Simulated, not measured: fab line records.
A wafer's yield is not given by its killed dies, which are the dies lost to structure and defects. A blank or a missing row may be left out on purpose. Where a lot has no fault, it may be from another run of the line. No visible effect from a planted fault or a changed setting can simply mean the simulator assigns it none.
What tool caused it?    flow nand_harc    12 lots with 36 wafers sampled at 6 steps, on a route of 1302 steps

== WHAT THE GAUGES SHOWED, per wafer ==
NHARC_A_M0_OVL_MEAS_10: pitch 160 nm.
lot   measured      on          overlay_x_nm (nm)  overlay_y_nm (nm)
L240  day 23 14:21  overlay-01  1.3 0.5 1.4        0.9 0.6 0.5
L242  day 25 00:58  overlay-02  -0.5 -0.5 -0.4     0.7 0.0 0.3
L244  day 25 06:20  overlay-01  0.8 0.8 1.3        -0.5 0.7 -0.4
L241  day 25 09:04  overlay-02  0.1 -0.2 -0.4      -0.3 -0.3 -0.3
L248  day 26 15:31  overlay-01  -1.0 -0.8 -0.6     -1.4 -0.8 -1.0
L250  day 29 01:43  overlay-02  -0.8 -1.2 -0.5     -0.7 -0.7 -0.4
L253  day 29 02:53  overlay-01  0.9 1.0 1.1        -1.0 -0.5 -0.5
L254  day 29 23:23  overlay-02  -0.7 -0.3 -0.2     0.6 1.0 0.8
L255  day 30 15:15  overlay-01  -1.3 -1.8 -1.4     0.4 0.0 0.0
L258  day 31 05:56  overlay-01  -0.2 -0.2 0.0      -0.4 -0.3 -0.4
L259  day 32 01:49  overlay-01  -0.4 -0.6 -0.7     0.3 -0.5 0.0
L260  day 32 21:22  overlay-02  -0.6 -1.5 -1.3     -0.2 0.3 -0.1

NHARC_A_M0_INSPECT_11.
lot   measured      on                 raw_defect_count
L240  day 23 14:23  defect_inspect-01  12 17 25
L242  day 25 01:00  defect_inspect-02  25 13 23
L244  day 25 06:23  defect_inspect-02  153 178 139
L241  day 25 09:05  defect_inspect-02  95 89 116
L248  day 26 15:33  defect_inspect-01  19 20 20
L250  day 29 01:45  defect_inspect-01  132 139 148
L253  day 29 02:56  defect_inspect-01  102 110 116
L254  day 29 23:26  defect_inspect-01  121 107 110
L255  day 30 15:17  defect_inspect-02  107 112 110
L258  day 31 05:59  defect_inspect-01  76 69 76
L259  day 32 01:52  defect_inspect-02  109 142 121
L260  day 32 21:24  defect_inspect-01  70 71 84

NHARC_A_M1_CD_MEAS_09 targets a cd of 120 nm.
lot   measured      on         cd_nm (nm)
L240  day 23 18:18  cd_sem-01  119.8 119.4 120.0
L242  day 25 04:51  cd_sem-03  120.5 120.1 120.3
L244  day 25 10:11  cd_sem-01  119.6 119.0 118.7
L241  day 25 12:53  cd_sem-03  119.8 120.4 120.2
L248  day 26 19:37  cd_sem-03  120.5 121.0 119.8
L250  day 29 05:44  cd_sem-02  131.3 131.1 132.2
L253  day 29 07:27  cd_sem-02  128.7 129.0 129.5
L254  day 30 03:32  cd_sem-03  120.4 121.1 120.9
L255  day 30 19:08  cd_sem-02  120.5 120.5 120.7
L258  day 31 09:55  cd_sem-02  119.6 120.2 120.2
L259  day 32 06:12  cd_sem-01  119.7 119.8 119.4
L260  day 33 01:25  cd_sem-02  119.6 120.2 119.5

NHARC_END_SORT_01.
lot   measured      on         defect_limited_yield (%)  killed_at_array  killed_at_other  killed_at_periphery  killed_dies  killed_open  killed_short  sort_bin_2_pct (%)  sort_bin_3_pct (%)  sort_bin_4_pct (%)  sort_n_pass  sort_rim_yield_pct (%)  sort_yield_pct (%)
L250  day 31 14:07  prober-02  84 84 85                  97 100 96        5 0 3            8 7 4                110 107 103  5 5 2        4 0 2         4.7 6.1 5.2         2.1 1.5 2.1         9.5 8.3 8.0         567 570 574  86 84 88                84 84 85
L253  day 31 14:53  prober-01  91 90 89                  58 65 72         1 0 0            1 4 4                60 69 76     4 5 1        4 1 0         3.8 4.1 3.4         1.0 1.2 1.9         4.0 4.9 5.9         617 608 601  91 92 90                91 90 89

== EACH LOT AND THE TOOL THAT RAN IT (in order: tool; ch and the chambers of the sampled wafers; start) ==
lot   NHARC_A_M0_ETCH_15                             NHARC_A_M1_PEB_07
L240  rie_diel-12 ch 0,1,3, day 23 18:13 or earlier  litho_track-06 ch 0, day 23 18:13
L242  rie_diel-10 ch 0,1,3, day 25 04:47 or earlier  litho_track-06 ch 0, day 25 04:47
L244  rie_diel-12 ch 2,3, day 25 10:06 or earlier    litho_track-06 ch 0, day 25 10:06
L241  rie_diel-10 ch 2,3, day 25 12:48 or earlier    litho_track-04 ch 0, day 25 12:48
L248  rie_diel-12 ch 0,3, day 26 19:32 or earlier    litho_track-01 ch 0, day 26 19:32
L250  rie_diel-10 ch 2,3, day 29 05:40 or earlier    litho_track-06 ch 0, day 29 05:40
L253  rie_diel-12 ch 1,3, day 29 07:22 or earlier    litho_track-06 ch 0, day 29 07:22
L254  rie_diel-13 ch 0,2,3, day 30 03:27 or earlier  litho_track-04 ch 0, day 30 03:27
L255  rie_diel-12 ch 1,2, day 30 19:04 or earlier    litho_track-04 ch 0, day 30 19:04
L258  rie_diel-12 ch 0,1,2, day 31 09:50 or earlier  litho_track-01 ch 0, day 31 09:50
L259  rie_diel-12 ch 0,1, day 32 06:07 or earlier    litho_track-04 ch 0, day 32 06:07
L260  rie_diel-12 ch 0,1,3, day 33 01:20 or earlier  litho_track-06 ch 0, day 33 01:20
- NHARC_A_M0_ETCH_15: etches the open film in C4F8/Ar, target depth 150 nm, overetch 15 nm, time 82.5 s.
- NHARC_A_M1_PEB_07: peb time 65 s.

== AS READ BY THE TOOLS THEMSELVES (means over the sampled wafers that have a number; for cases with no such wafer, the mark the record gives instead) ==
NHARC_A_M0_ETCH_15.
lot   tool         oes_product_au (a.u.)  rf_vpp_V (V)
L240  rie_diel-12  0.955                  440.9
L242  rie_diel-10  0.924                  440.4
L244  rie_diel-12  0.949                  439.2
L241  rie_diel-10  0.922                  442.4
L248  rie_diel-12  0.915                  439.9
L250  rie_diel-10  0.973                  443.1
L253  rie_diel-12  0.963                  441.9
L254  rie_diel-13  0.928                  442.6
L255  rie_diel-12  0.977                  438.6
L258  rie_diel-12  0.930                  438.8
L259  rie_diel-12  0.925                  439.5
L260  rie_diel-12  0.916                  440.9

NHARC_A_M1_PEB_07.
lot   tool            heater_power_total_W (W)  plate_temp_C (C)
L240  litho_track-06  156.4                     100.10
L242  litho_track-06  156.6                     100.10
L244  litho_track-06  156.3                     100.13
L241  litho_track-04  157.0                     100.07
L248  litho_track-01  156.7                     99.98
L250  litho_track-06  164.6                     103.42
L253  litho_track-06  163.8                     103.51
L254  litho_track-04  156.9                     99.98
L255  litho_track-04  156.5                     99.99
L258  litho_track-01  156.5                     99.95
L259  litho_track-04  156.7                     100.10
L260  litho_track-06  156.0                     99.95

== THE ANSWER, worked out from the rows above alone ==
Rule: what is usual is taken from the lots themselves. The widest of any qualifying gaps counts: lots, ordered by their means at a reading, are off when they make up no more than a third of the lots, leave a main group of 4 or more, and stand apart from it by 3 or more times the standard deviation of that group's means. If all means in a main group match to the digits the tables above print for the reading, that group is not used. Also off: a lot with no number at a reading for which 4 or more lots have one. All remaining lots with rows at the step are treated as sound. First the gauges in route order, then the tools' own readings, where a lot's mean is used as printed above. At the first step where some lot is off, the reading lying furthest off is the one used; lots without a number count as furthest.
Off: L250, L253 (NHARC_A_M1_CD_MEAS_09, cd_nm). Mean 120.0 nm and standard deviation 0.48 in the main group.
A tool fits if, at a process step before that reading, it ran every lot that is off, and no sound lot after the first of them. Not tried: the gauges at NHARC_A_M1_CD_MEAS_09; whatever is off there is also off at NHARC_A_M1_PEB_07, on other tools, and gauge error can't account for it. Because NHARC_A_M0_ETCH_15 lacks a start for some lots, the hours and order of its lots are taken from NHARC_A_M1_PEB_07. Not one of the candidates tried fits.

== WHAT WAS PUT IN BY THE SIMULATOR ==
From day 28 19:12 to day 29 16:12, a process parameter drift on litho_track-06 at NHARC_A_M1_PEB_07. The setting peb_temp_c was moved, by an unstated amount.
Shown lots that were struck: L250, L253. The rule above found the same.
